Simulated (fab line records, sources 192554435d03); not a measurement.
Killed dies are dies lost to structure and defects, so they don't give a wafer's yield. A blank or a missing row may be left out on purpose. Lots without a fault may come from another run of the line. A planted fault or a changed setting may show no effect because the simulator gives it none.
Chamber matching | flow n5_finfet | N5_MOL_CONTACT_COAG_ALD_27 on ald_sin-04: 4 sister chambers
The step deposits SiOC, target thk 17 nm, pulse time 1.5 s, time 2720 s. 4 wafers are shown with their chamber, then 10 later ones without.

WAFERS WITH THEIR CHAMBER
wafer  | chamber | heater_power_w (W)
L081.5 | 1       | 875
L086.2 | 3       | 855
L088.2 | 0       | 768
L088.3 | 2       | 766

WAFERS WITHOUT THEIR CHAMBER
wafer  | heater_power_w (W)
L088.5 | 764
L092.2 | 762
L092.4 | 879
L092.6 | 752
L096.2 | 797
L096.3 | 781
L096.4 | 875
L097.1 | 856
L097.2 | 892
L097.6 | 868

WHICH CHAMBER EACH WENT THROUGH
wafer  | from the rows above     | in truth
L088.5 | can't be placed: 2 or 0 | 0
L092.2 | can't be placed: 2 or 0 | 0
L092.4 | can't be placed: 1 or 3 | 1
L092.6 | can't be placed: 2 or 0 | 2
L096.2 | can't be placed: 0 or 2 | 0
L096.3 | can't be placed: 0 or 2 | 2
L096.4 | can't be placed: 1 or 3 | 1
L097.1 | can't be placed: 3 or 1 | 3
L097.2 | can't be placed: 1 or 3 | 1
L097.6 | can't be placed: 1 or 3 | 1
Placed correctly: 0 of 10. Can't be placed from these rows: 10 (the true chamber is among the candidates in 10). Placed wrongly: 0.
How it was worked out, from the rows above alone: a wafer's distance from a chamber is the root of the sum, over the readings, of the square of ((its reading less the chamber's mean) divided by the reading's scatter). The wafer belongs to the nearest chamber; if the next one is less than 2 further off, it can't be placed. A chamber's mean is the mean of its shown wafers. The scatter: with one shown wafer a chamber, the root of the mean of the squares of how far each hidden wafer lies from its nearest shown one.
